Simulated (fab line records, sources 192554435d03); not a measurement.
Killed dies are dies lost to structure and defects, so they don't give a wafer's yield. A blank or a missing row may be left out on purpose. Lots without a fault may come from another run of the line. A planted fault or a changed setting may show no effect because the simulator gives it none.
fab line records | flow n5_finfet
record lots=4 wafers=12 last_day=16
route steps=1938 shown BEOL_M4@1099 BEOL_M5@1112 BEOL_M10@1530 PASSIVATION@1936
lots that met no fault: from a run of the same line without faults
start_h: hours from the record's first day to the start of the lot's first wafer shown | wait_h: hours since the lot's step before | " the same as in the row above | L1.1+2: a row that stands for several wafers | - no value, or no start given | * or withheld: withheld | < > ~ a bound
route shown NAME@n: a module of which the file shows steps, and the number in the route of the first | usual: mean/standard deviation of fault-free wafers | same: alike in all rows | chamber/n: place in a boat | sites: the reading at each site | _std_site: their standard deviation | _edge_site: outer sites' mean less inner sites' | radius_mm: how far each site lies from the wafer's centre | mask NAME#n: copy n | behind: the tool/chamber that last shaped the wafer | hold: why the lot was held/for how many hours/how that ended | device: the transistor (n, p or np) that didn't switch | end of line: the same wafers' tests at the end of the route | a step without rows: its recipe alone | killed: dies lost to structure and defects at the first sort, not the wafer's yield | map: a wafer's dies, x killed, . not, _ none there
set.NAME: the setting as run; set.NAME@STEP: as run at that earlier step | model.NAME: the simulator's own value behind a step, which no gauge read
lots at some steps of the route; a table a step, a row a wafer
services: from which hour (start_h, from the record's first day; less than 0 if before it) a tool's chamber was out of use, for how many hours, and why
## steps
# step N5_BEOL_M4_ANNEAL_95
# recipe temp_c=400 time_s=240 ambient=vacuum
# step N5_BEOL_M4_SPUTTER_96
# recipe material=Cu target_thk_a=45 temp_c=-20 chamber_pressure_pa=0.07 power_w=withheld time_s=8.29
# step N5_BEOL_M4_ECD_50
# recipe material=Cu target_thk_a=3000
# step N5_BEOL_M4_ANNEAL_51
# recipe temp_c=225 time_s=90 ambient=N2
# step N5_BEOL_M4_CMP_52
# recipe stop_on=SiOC t_overpolish_s=6.8 down_force_psi=1 platen_rpm=50 clearing_platen_down_force_psi=1.5 clearing_platen_rpm=50 post_cmp_clean=cu_alkaline target_thk_nm=40 clearing_platen_pad_velocity_m_s=0.99484 pad_velocity_m_s=0.99484
# step N5_BEOL_M4_PRE_CLEAN_60
# recipe gas=NH3/H2 time_s=15 temp_c=* rf_power_w=300
# step N5_BEOL_M4_CO_CAP_55
# recipe material=Co target_thk_a=20 temp_c=200 precursor=CCTBA/H2 pressure_torr=30 time_s=102.1
# step N5_BEOL_M4_PRE_CLEAN_56
# recipe gas=NH3 time_s=15 temp_c=withheld rf_power_w=300
# step N5_BEOL_M4_DEP_57
# recipe material=SiCN target_thk_a=80 temp_c=withheld precursor=3MS/NH3 pressure_torr=3 rf_w=202 time_s=14
# step N5_BEOL_M4_RC_MEAS_101
# usual DIBL_N=36.5/1.7 DIBL_P=36.3/2.1 IOFF_N=0.16/0.036 IOFF_P=0.21/0.037 ION_N=676/12 ION_P=462/7.6 SS_N=71.5/0.68 SS_P=73.3/0.63 VT_N=249/3.5 VT_P=-250/3.5
# columns lot.wafer tool chamber start_h wait_h DIBL_N[mV/V] DIBL_P[mV/V] IOFF_N[nA/um] IOFF_P[nA/um] ION_N[uA/um] ION_P[uA/um] SS_N[mV/dec] SS_P[mV/dec] VT_N[mV] VT_P[mV]
L650.4 prober-02 0 190.31 0.5 37.0 36.1 0.17 0.24 683 467 71.5 73.7 247 -245
L650.5 " 0 " " 37.4 36.1 0.19 0.25 686 472 72.0 73.9 247 -245
L650.6 " 0 " " 36.1 35.0 0.15 0.22 670 464 72.0 73.3 248 -249
L659.1 prober-01 0 251.03 0.0 35.1 36.1 0.13 0.18 668 453 71.6 72.9 251 -251
L659.2 " 0 " " 39.8 40.8 0.22 0.24 691 465 72.5 74.3 246 -251
L659.4 " 0 " " 36.1 37.5 0.16 0.19 678 464 71.4 73.5 250 -252
L661.2 prober-02 0 251.75 0.2 40.0 41.2 0.30 0.30 700 468 72.7 74.5 239 -247
L661.3 " 0 " " 35.3 35.6 0.16 0.19 685 459 72.0 72.3 248 -253
L661.6 " 0 " " 35.2 36.5 0.16 0.20 683 465 72.4 72.7 248 -253
L667.3 prober-02 0 289.36 0.3 37.2 38.4 0.17 0.23 685 472 71.2 73.4 249 -250
L667.5 " 0 " " 39.6 40.0 0.21 0.26 688 466 71.6 74.5 246 -250
L667.6 " 0 " " 35.2 35.2 0.12 0.18 668 465 71.9 73.1 255 -251
# step N5_BEOL_M5_ILD_DEP_00
# recipe material=SiCOH_lowk target_thk_a=1406.4 temp_c=300 precursor=DEMS/porogen pressure_torr=5 rf_w=500 time_s=25.9
# step N5_BEOL_M5_CURE_79
# recipe temp_c=385 time_s=240 ambient=He/Ar material=SiCOH_lowk
# step N5_BEOL_M5_PECVD_70
# recipe material=SiO2 target_thk_a=160 temp_c=400 precursor=TEOS/O2 pressure_torr=5.5 rf_w=450 teos_flow_sccm=53.8 gas=O2 flow_sccm=3000 time_s=18
# step N5_BEOL_M5_HM_DEP_02
# recipe material=TiN target_thk_a=200 temp_c=25 chamber_pressure_pa=0.49996
# step N5_BEOL_M5_COAT_59
# recipe resist=SOC temp_c=250 time_s=60 spin_rpm=1500 resist_thk_nm=60
# step N5_BEOL_M5_COAT_60
# recipe resist=SiARC temp_c=220 time_s=60 spin_rpm=1500 resist_thk_nm=12
# step N5_BEOL_M5_COAT_71
# recipe resist=underlayer temp_c=205 time_s=60 spin_rpm=1500 resist_thk_nm=5
# step N5_BEOL_M5_COAT_05
# recipe resist=CAR-EUV spin_rpm=1500 resist_thk_nm=30
# step N5_BEOL_M5_EBR_07
# recipe solvent=PGMEA ebr_width_mm=1.5
# step N5_BEOL_M5_SOFTBAKE_06
# recipe temp_c=110 time_s=60 resist=CAR-EUV
# step N5_BEOL_M5_EXPOSE_08
# recipe mask_id=M5 na=0.33 source_shape=annular sigma_inner=0.4 sigma_outer=0.8 polarization=unpolarized target_cd_nm=28 dose_mj=35.75
# step N5_BEOL_M5_PEB_09
# recipe peb_temp_c=100 peb_time_s=60 resist=CAR-EUV
# step N5_BEOL_M5_DEVELOP_10
# recipe develop_time_s=30 developer=TMAH resist=CAR-EUV rinse_liquid=surfactant_rinse dry=air_spin dev_temp_c=23
# step N5_BEOL_M5_DESCUM_16
# recipe chemistry=O2 time_s=7 source_power_w=50 bias_power_w=20 pressure_mtorr=20 rf_frequency_hz=2.712e+07 temp_c=40 resist=CAR-EUV o2_flow_sccm=225
# step N5_BEOL_M5_ETCH_72
# recipe chemistry=N2/H2 target=underlayer target_depth_a=65 mask_material=CAR-EUV time_s=5.2 ion_energy_ev=200 pressure_mtorr=30 source_w=840 bias_w=150 n2_flow_sccm=200 h2_flow_sccm=200 ends=cleared
# step N5_BEOL_M5_ETCH_61
# recipe chemistry=CF4 target=SiARC target_depth_a=156 mask_material=CAR-EUV time_s=26 ion_energy_ev=80 pressure_mtorr=40 source_w=545 bias_w=36 Ar_flow_sccm=100 cf4_flow_sccm=100 ends=cleared
# step N5_BEOL_M5_ETCH_62
# recipe chemistry=N2/H2 target=SOC target_depth_a=750 overetch_a=150 mask_material=SiARC temp_c=40 time_s=112.5 ion_energy_ev=200 pressure_mtorr=30 source_w=840 bias_w=150 n2_flow_sccm=200 h2_flow_sccm=200
# step N5_BEOL_M5_STRIP_63
# recipe chemistry=N2/H2 temp_c=40 n2_flow_sccm=200 h2_flow_sccm=200 rf_frequency_hz=6e+07
# step N5_BEOL_M5_STRIP_73
# recipe chemistry=N2/H2 temp_c=40 n2_flow_sccm=200 h2_flow_sccm=200 rf_frequency_hz=6e+07
# step N5_BEOL_M5_STRIP_64
# recipe chemistry=CF4 resist=SiARC power_w=300 bias_power_w=75 pressure_mtorr=50 cf4_flow_sccm=150 rf_frequency_hz=6e+07
# step N5_BEOL_M5_HM_OPEN_17
# recipe chemistry=Cl2/BCl3 target_depth_a=200 overetch_a=60 target=TiN mask_material=SOC ion_energy_ev=150 pressure_mtorr=10 icp_w=1000 bias_w=126 Cl2_flow_sccm=53.25 bcl3_flow_sccm=21.75 Ar_flow_sccm=25
# step N5_BEOL_M5_STRIP_19
# recipe chemistry=O2 power_w=400 temp_c=40 pressure_mtorr=30 rf_frequency_hz=6e+07 bias_power_w=0 overash_fraction=0.2 o2_flow_sccm=225
# step N5_BEOL_M5_COAT_65
# recipe resist=SOC temp_c=250 time_s=60 spin_rpm=1500 resist_thk_nm=60
# step N5_BEOL_M5_COAT_66
# recipe resist=SiARC temp_c=220 time_s=60 spin_rpm=1500 resist_thk_nm=12
# step N5_BEOL_M10_CMP_52
# recipe stop_on=SiCOH_lowk t_overpolish_s=7 down_force_psi=1 platen_rpm=50 clearing_platen_down_force_psi=1.5 clearing_platen_rpm=50 post_cmp_clean=cu_alkaline target_thk_nm=140 clearing_platen_pad_velocity_m_s=0.99484 pad_velocity_m_s=0.99484
# usual barrier_field_endpoint_s=28.7/0.87 edge_zone_pressure_frac=1.000/0.0049 motor_current_A=5.7/0.41 overpolish_run_s=6.999/0.0085 time_to_endpoint_s=66/3.9
# columns lot.wafer tool chamber start_h wait_h barrier_field_endpoint_s edge_zone_pressure_frac motor_current_A overpolish_run_s time_to_endpoint_s
L650.4 cmp-02 1 247.88 0.2 30.0 1.004 5.9 6.988 70
L650.5 " 3 " " 28.9 0.998 5.1 6.982 66
L650.6 " 0 " " 29.0 1.001 5.9 7.002 65
L659.4 cmp-02 0 307.23 0.1 29.8 0.994 6.0 6.995 68
L659.2 " 1 " " 29.6 1.010 6.0 6.996 66
L659.1 " 3 " " 46.9 1.003 5.4 0.045 87
L661.3 cmp-02 1 309.42 0.2 28.9 1.007 6.1 7.000 69
L661.2 " 3 " " 28.5 0.991 5.5 7.009 65
L661.6 " 2 " " 46.9 0.997 6.3 0.036 87
L667.3 cmp-04 2 343.37 0.2 28.4 1.004 5.6 7.009 66
L667.5 " 0 " " 29.0 0.994 5.6 7.000 63
L667.6 " 1 " " 27.5 1.002 6.1 7.003 60
# step N5_BEOL_M10_THK_MEAS_53
# recipe thk_meas_gauge=xrf reads=Cu_of_BEOL_M10_ECD_50
# usual M10_THK=138.0/2.7
# columns lot.wafer tool chamber start_h wait_h M10_THK[nm]
L650.4 film_metro-01 - 248.10 - 137.0
L650.5 " - " " 135.3
L650.6 " - " " 139.8
L659.1 film_metro-01 - 307.52 - 259.6
L659.2 " - " " 135.7
L659.4 " - " " 137.9
L661.2 film_metro-01 - 309.72 - 135.9
L661.3 " - " " 135.9
L661.6 " - " " 265.4
L667.3 film_metro-01 - 343.59 - 136.3
L667.5 " - " " 133.9
L667.6 " - " " 136.4
# step N5_BEOL_M10_INSPECT_58
# recipe inspect_instrument=darkfield mode=post_dep
# usual raw_defect_count=62/21
# columns lot.wafer tool chamber start_h wait_h raw_defect_count
L650.4 defect_inspect-02 - 248.29 0.0 36
L650.5 " - " " 36
L650.6 " - " " 53
L659.1 defect_inspect-02 - 307.68 0.0 2351
L659.2 " - " " 37
L659.4 " - " " 31
L661.2 defect_inspect-01 - 309.88 0.0 65
L661.3 " - " " 69
L661.6 " - " " 2264
L667.3 defect_inspect-01 - 343.75 0.0 48
L667.5 " - " " 71
L667.6 " - " " 43
# step N5_PASSIVATION_PROBE_49
# usual defect_limited_yield=91.4/1.5 killed_at_M0_to_M3=34/12 killed_at_M4_up=12/4.9 killed_at_contacts=13/7.2 killed_at_front_end=39/12 killed_at_other=3.7/2.9 killed_dies=101/18 killed_on_rim=13/4 killed_open=67/14 killed_short=33/7.2 sort_bin_4_leakage=0.00/0.022 sort_bin_5_function=5.1/0.97 sort_bin_6_memory=3.2/0.67 sort_n_pass=1079/17 sort_yield_pct=91.4/1.5
# same gross_dies=1180 killed_at_back_side=0 sort_bin_8_speed[%]=0
# columns lot.wafer tool chamber start_h wait_h defect_limited_yield[%] killed_at_M0_to_M3 killed_at_M4_up killed_at_contacts killed_at_front_end killed_at_other killed_dies killed_on_rim killed_open killed_short sort_bin_4_leakage[%] sort_bin_5_function[%] sort_bin_6_memory[%] sort_n_pass sort_yield_pct[%]
L650.4 prober-02 - 298.95 0.2 90.0 53 15 17 33 0 118 16 84 33 0 6.0 3.7 1062 90.0
L650.5 prober-02 - 299.00 0.2 91.1 41 15 11 36 2 105 10 64 41 0 5.7 2.9 1075 91.1
L650.6 prober-02 - 299.05 0.3 92.6 30 12 20 25 0 87 6 56 30 0 3.6 3.6 1093 92.6
L659.1 prober-01 - 356.86 0.0 0 19 1084 14 51 12 1180 152 60 42 0 4.7 3.3 0 0
L659.2 prober-01 - 356.91 0.1 91.7 45 13 12 26 2 98 12 67 30 0 5.5 2.5 1082 91.7
L659.4 prober-01 - 357.01 0.2 92.7 30 7 11 35 3 86 6 58 27 0 4.3 2.8 1094 92.7
L661.2 prober-02 - 362.37 0.1 94.2 23 10 0 36 0 69 9 42 27 0.08 3.6 1.9 1110 94.1
L661.3 prober-02 - 362.42 0.1 94.8 16 5 9 29 2 61 7 39 19 0 3.1 1.7 1119 94.8
L661.6 prober-02 - 362.57 0.3 0 40 1094 10 32 4 1180 152 69 28 0 4.7 3.4 0 0
L667.3 prober-01 - 393.26 0.1 93.7 25 12 11 25 1 74 8 44 26 0 3.8 2.4 1106 93.7
L667.5 prober-01 - 393.36 0.2 90.8 31 15 6 51 5 108 12 72 36 0 5.4 3.6 1072 90.8
L667.6 prober-01 - 393.41 0.3 93.4 29 8 7 29 5 78 5 49 27 0 3.8 2.7 1102 93.4
# killed by level:class
L650.4 BEOL_M0_SAQP:geometric_particle:open=16 BEOL_M0_SAQP:geometric_particle:short=14 MOL_CONTACT_COAG:geometric_particle:open=13 BEOL_M3:geometric_particle:open=9 STI_FIN_REVEAL:geometric_particle:open=7 BEOL_M2:geometric_particle:open=7 BEOL_M4:geometric_particle:open=7 STI_FIN_REVEAL:geometric_particle:short=4
L650.5 BEOL_M0_SAQP:geometric_particle:open=10 BEOL_M0_SAQP:geometric_particle:short=9 BEOL_M2:geometric_particle:open=9 MOL_CONTACT_COAG:geometric_particle:short=7 STI_FIN_REVEAL:geometric_particle:open=6 DUMMY_GATE:geometric_particle:open=6 STARTING-WAFER:geometric_particle:short=6 BEOL_M3:geometric_particle:open=5
L650.6 MOL_CONTACT_COAG:geometric_particle:open=13 BEOL_M4:geometric_particle:open=7 MOL_CONTACT_COAG:geometric_particle:short=6 BEOL_M0_SAQP:geometric_particle:open=6 BEOL_M0_SAQP:geometric_particle:short=6 DUMMY_GATE:geometric_particle:open=5 GATE_CUT:geometric_particle:short=4 BEOL_M1:geometric_particle:open=4
L659.1 BEOL_M10:area_cmp=1077 FIN_SAQP:geometric_particle:open=18 GATE_CUT:geometric_particle:short=10 MOL_CONTACT_COAG:geometric_particle:open=10 FIN_SAQP:geometric_particle:short=7 GATE_CUT:geometric_particle:open=6 BEOL_M0_SAQP:geometric_particle:short=5 MIM_TOP:geometric_particle:open=5
L659.2 BEOL_M0_SAQP:geometric_particle:short=16 MOL_CONTACT_COAG:geometric_particle:open=12 BEOL_M0_SAQP:geometric_particle:open=10 BEOL_M3:geometric_particle:open=5 GATE_CUT:geometric_particle:open=5 BEOL_M5:geometric_particle:open=5 STI_FIN_REVEAL:geometric_particle:open=4 BEOL_M2:geometric_particle:open=4
L659.4 FIN_SAQP:geometric_particle:open=16 FIN_SAQP:geometric_particle:short=7 MOL_CONTACT_COAG:geometric_particle:open=7 BEOL_M0_SAQP:geometric_particle:short=7 BEOL_M1:geometric_particle:open=6 BEOL_M0_SAQP:geometric_particle:open=6 BEOL_M3:geometric_particle:open=6 MOL_CONTACT_COAG:geometric_particle:short=4
L661.2 FIN_SAQP:geometric_particle:open=7 BEOL_M0_SAQP:geometric_particle:short=7 FIN_SAQP:geometric_particle:short=6 BEOL_M3:geometric_particle:open=6 STARTING-WAFER:geometric_particle:short=5 GATE_CUT:geometric_particle:short=4 BEOL_M5:geometric_particle:open=4 STARTING-WAFER:geometric_particle:open=4
L661.3 FIN_SAQP:geometric_particle:open=7 MOL_CONTACT_COAG:geometric_particle:open=7 STI_FIN_REVEAL:geometric_particle:open=6 BEOL_M0_SAQP:geometric_particle:short=4 GATE_CUT:geometric_particle:short=3 BEOL_M1:geometric_particle:open=3 BEOL_M3:geometric_particle:open=3 BEOL_M7:geometric_particle:open=3
L661.6 BEOL_M10:area_cmp=1082 BEOL_M0_SAQP:geometric_particle:open=17 BEOL_M0_SAQP:geometric_particle:short=8 BEOL_M1:geometric_particle:open=7 MOL_CONTACT_COAG:geometric_particle:open=6 STI_FIN_REVEAL:geometric_particle:open=6 FIN_SAQP:geometric_particle:open=4 GATE_CUT:geometric_particle:open=4
L667.3 MOL_CONTACT_COAG:geometric_particle:open=9 BEOL_M1:geometric_particle:open=6 BEOL_M0_SAQP:geometric_particle:open=5 BEOL_M4:geometric_particle:open=5 STI_FIN_REVEAL:geometric_particle:open=4 ILD0:geometric_particle:short=4 GATE_CUT:geometric_particle:short=4 BEOL_M0_SAQP:geometric_particle:short=4
L667.5 BEOL_M3:geometric_particle:open=11 BEOL_M4:geometric_particle:open=10 FIN_SAQP:geometric_particle:short=9 STI_FIN_REVEAL:geometric_particle:open=8 FIN_SAQP:geometric_particle:open=6 STARTING-WAFER:geometric_particle:open=5 ILD0:geometric_particle:short=4 MOL_CONTACT_COAG:geometric_particle:open=4
L667.6 BEOL_M1:geometric_particle:open=9 MOL_CONTACT_COAG:geometric_particle:open=7 BEOL_M2:geometric_particle:open=6 FIN_SAQP:geometric_particle:open=5 STI_FIN_REVEAL:geometric_particle:open=5 BEOL_M1:geometric_particle:short=5 FIN_SAQP:geometric_particle:short=3 ILD0:geometric_particle:short=3
# map L659.1 (x killed, . not)
_________________xxxxxxxxxxxx________________
______________xxxxxxxxxxxxxxxxxx_____________
___________xxxxxxxxxxxxxxxxxxxxxxxx__________
__________xxxxxxxxxxxxxxxxxxxxxxxxxx_________
________xxxxxxxxxxxxxxxxxxxxxxxxxxxxxx_______
_______xxxxxxxxxxxxxxxxxxxxxxxxxxxxxxxx______
______xxxxxxxxxxxxxxxxxxxxxxxxxxxxxxxxxx_____
_____xxxxxxxxxxxxxxxxxxxxxxxxxxxxxxxxxxxx____
____xxxxxxxxxxxxxxxxxxxxxxxxxxxxxxxxxxxxxx___
___xxxxxxxxxxxxxxxxxxxxxxxxxxxxxxxxxxxxxxxx__
___xxxxxxxxxxxxxxxxxxxxxxxxxxxxxxxxxxxxxxxx__
__xxxxxxxxxxxxxxxxxxxxxxxxxxxxxxxxxxxxxxxxxx_
__xxxxxxxxxxxxxxxxxxxxxxxxxxxxxxxxxxxxxxxxxx_
_xxxxxxxxxxxxxxxxxxxxxxxxxxxxxxxxxxxxxxxxxxxx
_xxxxxxxxxxxxxxxxxxxxxxxxxxxxxxxxxxxxxxxxxxxx
_xxxxxxxxxxxxxxxxxxxxxxxxxxxxxxxxxxxxxxxxxxxx
_xxxxxxxxxxxxxxxxxxxxxxxxxxxxxxxxxxxxxxxxxxxx
_xxxxxxxxxxxxxxxxxxxxxxxxxxxxxxxxxxxxxxxxxxxx
_xxxxxxxxxxxxxxxxxxxxxxxxxxxxxxxxxxxxxxxxxxxx
_xxxxxxxxxxxxxxxxxxxxxxxxxxxxxxxxxxxxxxxxxxxx
_xxxxxxxxxxxxxxxxxxxxxxxxxxxxxxxxxxxxxxxxxxxx
__xxxxxxxxxxxxxxxxxxxxxxxxxxxxxxxxxxxxxxxxxx_
__xxxxxxxxxxxxxxxxxxxxxxxxxxxxxxxxxxxxxxxxxx_
___xxxxxxxxxxxxxxxxxxxxxxxxxxxxxxxxxxxxxxxx__
___xxxxxxxxxxxxxxxxxxxxxxxxxxxxxxxxxxxxxxxx__
____xxxxxxxxxxxxxxxxxxxxxxxxxxxxxxxxxxxxxx___
_____xxxxxxxxxxxxxxxxxxxxxxxxxxxxxxxxxxxx____
______xxxxxxxxxxxxxxxxxxxxxxxxxxxxxxxxxx_____
_______xxxxxxxxxxxxxxxxxxxxxxxxxxxxxxxx______
________xxxxxxxxxxxxxxxxxxxxxxxxxxxxxx_______
__________xxxxxxxxxxxxxxxxxxxxxxxxxx_________
___________xxxxxxxxxxxxxxxxxxxxxxxx__________
______________xxxxxxxxxxxxxxxxxx_____________
_________________xxxxxxxxxxxx________________
# map L661.6 (x killed, . not)
_________________xxxxxxxxxxxx________________
______________xxxxxxxxxxxxxxxxxx_____________
___________xxxxxxxxxxxxxxxxxxxxxxxx__________
__________xxxxxxxxxxxxxxxxxxxxxxxxxx_________
________xxxxxxxxxxxxxxxxxxxxxxxxxxxxxx_______
_______xxxxxxxxxxxxxxxxxxxxxxxxxxxxxxxx______
______xxxxxxxxxxxxxxxxxxxxxxxxxxxxxxxxxx_____
_____xxxxxxxxxxxxxxxxxxxxxxxxxxxxxxxxxxxx____
____xxxxxxxxxxxxxxxxxxxxxxxxxxxxxxxxxxxxxx___
___xxxxxxxxxxxxxxxxxxxxxxxxxxxxxxxxxxxxxxxx__
___xxxxxxxxxxxxxxxxxxxxxxxxxxxxxxxxxxxxxxxx__
__xxxxxxxxxxxxxxxxxxxxxxxxxxxxxxxxxxxxxxxxxx_
__xxxxxxxxxxxxxxxxxxxxxxxxxxxxxxxxxxxxxxxxxx_
_xxxxxxxxxxxxxxxxxxxxxxxxxxxxxxxxxxxxxxxxxxxx
_xxxxxxxxxxxxxxxxxxxxxxxxxxxxxxxxxxxxxxxxxxxx
_xxxxxxxxxxxxxxxxxxxxxxxxxxxxxxxxxxxxxxxxxxxx
_xxxxxxxxxxxxxxxxxxxxxxxxxxxxxxxxxxxxxxxxxxxx
_xxxxxxxxxxxxxxxxxxxxxxxxxxxxxxxxxxxxxxxxxxxx
_xxxxxxxxxxxxxxxxxxxxxxxxxxxxxxxxxxxxxxxxxxxx
_xxxxxxxxxxxxxxxxxxxxxxxxxxxxxxxxxxxxxxxxxxxx
_xxxxxxxxxxxxxxxxxxxxxxxxxxxxxxxxxxxxxxxxxxxx
__xxxxxxxxxxxxxxxxxxxxxxxxxxxxxxxxxxxxxxxxxx_
__xxxxxxxxxxxxxxxxxxxxxxxxxxxxxxxxxxxxxxxxxx_
___xxxxxxxxxxxxxxxxxxxxxxxxxxxxxxxxxxxxxxxx__
___xxxxxxxxxxxxxxxxxxxxxxxxxxxxxxxxxxxxxxxx__
____xxxxxxxxxxxxxxxxxxxxxxxxxxxxxxxxxxxxxx___
_____xxxxxxxxxxxxxxxxxxxxxxxxxxxxxxxxxxxx____
______xxxxxxxxxxxxxxxxxxxxxxxxxxxxxxxxxx_____
_______xxxxxxxxxxxxxxxxxxxxxxxxxxxxxxxx______
________xxxxxxxxxxxxxxxxxxxxxxxxxxxxxx_______
__________xxxxxxxxxxxxxxxxxxxxxxxxxx_________
___________xxxxxxxxxxxxxxxxxxxxxxxx__________
______________xxxxxxxxxxxxxxxxxx_____________
_________________xxxxxxxxxxxx________________
## services
# columns tool chamber start_h hours kind
cmp-04 - 225.62 4.0 pm
cmp-04 - 229.62 - consumable_replace:conditioner
cmp-04 - 229.62 - consumable_replace:pad
cmp-02 - 244.99 0.4 repair
cmp-04 - 264.91 0.9 repair
cmp-02 - 300.87 5.9 repair
cmp-04 - 316.35 4.8 pm
cmp-04 - 337.47 0.8 repair
## key
first_sign step=N5_BEOL_M10_CMP_52 reading=overpolish_run_s direction=down sigmas=99+ usual=6.999 struck=0.041
effect step=N5_BEOL_M10_CMP_52 reading=barrier_field_endpoint_s direction=up sigmas=21 usual=28.7 struck=46.9
effect step=N5_BEOL_M10_THK_MEAS_53 reading=M10_THK direction=up sigmas=46 usual=138.0 struck=262.5
effect step=N5_BEOL_M10_INSPECT_58 reading=raw_defect_count direction=up sigmas=99+ usual=62 struck=2308
effect step=N5_PASSIVATION_PROBE_49 reading=killed_at_M4_up direction=up sigmas=99+ usual=12 struck=1089
more_kills_born_at N5_BEOL_M10_CMP_52@cmp-02=2159
met_at N5_BEOL_M10_CMP_52
struck_wafers L659.1,L661.6
later_rows_left_out L659.1,L661.6
onset_between 247.88 307.23
fault kind=process_parameter_drift tool=cmp-02 chamber=- onset_h=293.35 steps=N5_BEOL_M10_CMP_52 channel=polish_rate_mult offset=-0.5 shape=step end_h=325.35 scope=struck_wafers_only
# later_rows_left_out: the simulator's readings of these wafers behind a module that went badly wrong aren't trusted and aren't shown, but for the sort
